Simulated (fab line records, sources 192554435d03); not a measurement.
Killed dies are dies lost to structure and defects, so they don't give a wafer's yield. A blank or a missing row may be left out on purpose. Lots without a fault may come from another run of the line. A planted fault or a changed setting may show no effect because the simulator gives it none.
Which tool did it? | flow n5_finfet | 9 lots, 27 wafers sampled, at 3 steps of a route of 1938

WHAT THE GAUGES READ, wafer by wafer
N5_BEOL_M4_RC_MEAS_101.
lot  | measured     | on        | DIBL_N (mV/V)  | DIBL_P (mV/V)  | IOFF_N (nA/um)    | IOFF_N_85C (nA/um) | IOFF_N_LIN (nA/um) | IOFF_N_LONG (nA/um)        | IOFF_P (nA/um)    | ION_N (uA/um) | ION_P (uA/um) | SS_N (mV/dec)  | SS_P (mV/dec)  | VT_N (mV)         | VT_N_LONG (mV)    | VT_N_LVT (mV) | VT_P (mV)
L220 | day 8 15:58  | prober-01 | 35.9 37.1 37.2 | 35.8 37.6 37.0 | 0.154 0.182 0.181 | 3.0 3.5 3.4        | 0.073 0.082 0.082  | 5.31e-05 5.32e-05 5.25e-05 | 0.189 0.213 0.215 | 673 677 684   | 457 457 465   | 71.3 71.6 72.2 | 73.1 73.7 74.0 | 251.8 251.6 248.6 | 275.7 276.5 278.2 | 97 95 95      | -254.4 -250.9 -250.2
L223 | day 9 11:50  | prober-02 | 35.4 35.8 35.4 | 35.4 35.4 35.4 | 0.143 0.147 0.144 | 2.9 2.9 2.9        | 0.069 0.069 0.069  | 5.51e-05 5.44e-05 5.45e-05 | 0.196 0.200 0.190 | 674 677 669   | 466 456 460   | 71.4 70.9 71.3 | 72.8 72.8 72.3 | 250.7 249.8 251.7 | 274.4 275.2 274.9 | 98 98 97      | -251.0 -250.4 -251.9
L228 | day 10 11:12 | prober-02 | 35.7 37.4 37.4 | 35.8 38.7 38.2 | 0.135 0.173 0.169 | 2.7 3.3 3.3        | 0.064 0.079 0.078  | 5.27e-05 5.44e-05 5.42e-05 | 0.180 0.224 0.213 | 675 684 686   | 460 471 464   | 71.3 71.7 71.9 | 73.6 73.5 73.1 | 253.1 247.8 247.4 | 274.6 273.0 274.6 | 100 95 95     | -249.9 -248.1 -251.0
L231 | day 11 11:40 | prober-02 | 36.8 34.5 35.1 | 35.5 33.3 33.3 | 0.161 0.123 0.129 | 3.1 2.5 2.6        | 0.073 0.059 0.060  | 5.61e-05 5.51e-05 5.59e-05 | 0.211 0.178 0.176 | 677 660 659   | 454 452 454   | 71.4 71.1 71.6 | 74.0 72.7 73.3 | 253.2 253.4 254.8 | 274.3 277.1 272.9 | 100 103 104   | -251.8 -253.1 -253.2
L232 | day 12 10:47 | prober-02 | 34.4 36.0 37.2 | 34.2 36.0 37.4 | 0.117 0.137 0.153 | 2.4 2.8 3.0        | 0.057 0.065 0.071  | 5.48e-05 5.49e-05 5.41e-05 | 0.164 0.192 0.211 | 656 656 666   | 447 452 456   | 70.8 71.7 71.6 | 72.5 72.9 73.3 | 253.0 252.0 251.0 | 274.5 274.4 276.5 | 102 99 99     | -251.7 -252.3 -252.4
L237 | day 13 16:50 | prober-02 | 34.6 36.1 35.8 | 34.6 35.9 36.2 | 0.142 0.158 0.146 | 2.8 3.1 2.9        | 0.067 0.072 0.069  | 5.43e-05 5.41e-05 5.43e-05 | 0.180 0.198 0.207 | 679 679 666   | 461 460 456   | 70.4 71.5 71.8 | 72.8 73.5 73.4 | 248.7 250.2 252.1 | 274.4 275.5 272.8 | 96 96 99      | -251.5 -250.3 -248.1
L238 | day 13 15:25 | prober-01 | 33.7 33.9 34.0 | 34.3 34.7 35.1 | 0.001 0.001 0.001 | 0.0 0.0 0.0        | 0.000 0.000 0.000  | 2.61e-05 2.62e-05 2.6e-05  | 0.213 0.212 0.223 | 354 357 365   | 462 466 476   | 70.9 70.4 71.5 | 73.3 72.4 73.6 | 397.2 395.3 397.9 | 420.8 423.1 419.2 | 247 245 244   | -247.8 -248.5 -245.7
L240 | day 14 01:19 | prober-02 | 37.1 36.4 36.6 | 38.5 37.5 37.4 | 0.001 0.001 0.001 | 0.0 0.0 0.0        | 0.000 0.000 0.000  | 2.36e-05 2.43e-05 2.43e-05 | 0.239 0.215 0.209 | 365 367 360   | 472 468 462   | 71.4 71.4 71.7 | 74.4 74.6 73.0 | 395.2 396.3 396.4 | 423.8 425.5 425.6 | 244 248 248   | -248.6 -250.0 -248.8
L241 | day 14 04:28 | prober-02 | 34.8 35.1 36.2 | 35.7 36.5 37.1 | 0.001 0.001 0.001 | 0.0 0.0 0.0        | 0.000 0.000 0.000  | 2.44e-05 2.47e-05 2.51e-05 | 0.177 0.189 0.208 | 354 358 356   | 465 461 459   | 71.1 71.4 71.0 | 73.4 72.4 73.0 | 400.0 400.3 401.1 | 423.5 422.2 421.3 | 249 248 248   | -253.0 -253.8 -251.6

WHICH TOOL RAN EACH LOT (tool, then ch and the chambers of the sampled wafers, then the start)
lot  | N5_HKMG_FIN_WET_ETCH_18            | N5_BEOL_M4_DEP_57
L220 | wet_bench-02 ch 2,5,7, day 4 12:50 | pecvd-03 ch 0,2, day 8 15:51
L223 | wet_bench-02 ch 0,3,6, day 5 11:55 | pecvd-03 ch 0,1, day 9 11:42
L228 | wet_bench-02 ch 3,4,7, day 6 12:59 | pecvd-03 ch 0, day 10 11:01
L231 | wet_bench-02 ch 0,2,3, day 7 10:04 | pecvd-02 ch 0,1,2, day 11 11:07
L232 | wet_bench-04 ch 1,3,4, day 7 12:03 | pecvd-01 ch 0,1,2, day 12 10:40
L237 | wet_bench-02 ch 1,5,6, day 8 17:16 | pecvd-02 ch 1,2, day 13 16:43
L238 | wet_bench-02 ch 1,2,7, day 9 02:56 | pecvd-01 ch 0,1,2, day 13 14:30
L240 | wet_bench-02 ch 0,3,6, day 9 14:18 | pecvd-03 ch 0,1,2, day 14 01:03
L241 | wet_bench-02 ch 5,6,7, day 9 18:05 | pecvd-01 ch 0,1,2, day 14 04:20
- N5_HKMG_FIN_WET_ETCH_18: etches TiN in SC1, time 55 s, target depth 5.2 nm, rinse time 30 s.
- N5_BEOL_M4_DEP_57: deposits SiCN from 3MS/NH3, target thk 8 nm, time 14 s.

WHAT THE TOOLS THEMSELVES READ (means of the sampled wafers that have a number; where no wafer has one, the mark that the record gives instead)
N5_HKMG_FIN_WET_ETCH_18.
lot  | tool         | h2o2_flow_mL_min
L220 | wet_bench-02 | 214.6
L223 | wet_bench-02 | 213.3
L228 | wet_bench-02 | 214.4
L231 | wet_bench-02 | 214.4
L232 | wet_bench-04 | 214.0
L237 | wet_bench-02 | 214.5
L238 | wet_bench-02 | 213.8
L240 | wet_bench-02 | 214.8
L241 | wet_bench-02 | 214.6

N5_BEOL_M4_DEP_57.
lot  | tool     | showerhead_plenum_p_Torr (Torr) | showerhead_vpp_V (V) | throttle_valve_pct (%)
L220 | pecvd-03 | 3.653                           | 894                  | 8.84
L223 | pecvd-03 | 3.683                           | 886                  | 8.83
L228 | pecvd-03 | 3.655                           | 877                  | 8.87
L231 | pecvd-02 | 3.665                           | 903                  | 9.15
L232 | pecvd-01 | 3.660                           | 874                  | 8.85
L237 | pecvd-02 | 3.652                           | 885                  | 9.11
L238 | pecvd-01 | 3.657                           | 879                  | 8.96
L240 | pecvd-03 | 3.662                           | 899                  | 8.64
L241 | pecvd-01 | 3.655                           | 886                  | 8.95

THE ANSWER, worked out from the rows above alone
Rule: what is usual is taken from the lots themselves. Put in order of their means at a reading, lots are off if they are a third of the lots or fewer, leave a main group of 4 or more, and stand apart from it by a gap of 3 or more times the standard deviation of the main group's means; of several such gaps the widest counts. A main group whose means are all the same, to the digits that the tables above print for the reading, isn't used. A lot without any number at a reading at which 4 lots or more have one is off too. The other lots that the step has rows for count as sound. The gauges are gone through in route order, then the tools' own readings, and for those a lot's mean is taken as printed above. The first step at which some lot is off is used, and at that step the reading that is off furthest; a lot without a number counts as furthest.
Off: L238, L240, L241, at N5_BEOL_M4_RC_MEAS_101 (VT_N_LONG). The main group: mean 275.0 mV, standard deviation 0.89.
A tool fits if, at a process step before that reading, it ran every lot that is off, and no sound lot after the first of them. The gauges at N5_BEOL_M4_RC_MEAS_101 are tried like those tools. One fits: wet_bench-02 at N5_HKMG_FIN_WET_ETCH_18. Its last sound lot is L237 (day 8 17:16), its first lot that is off L238 (day 9 02:56): a fault that began between those two fits.

WHAT THE SIMULATOR HAD PUT IN
Process parameter drift: wet_bench-02, from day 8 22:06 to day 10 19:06, at N5_HKMG_FIN_WET_ETCH_18. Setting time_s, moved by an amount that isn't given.
Lots struck among those shown: L238, L240, L241. The rule above found the same.
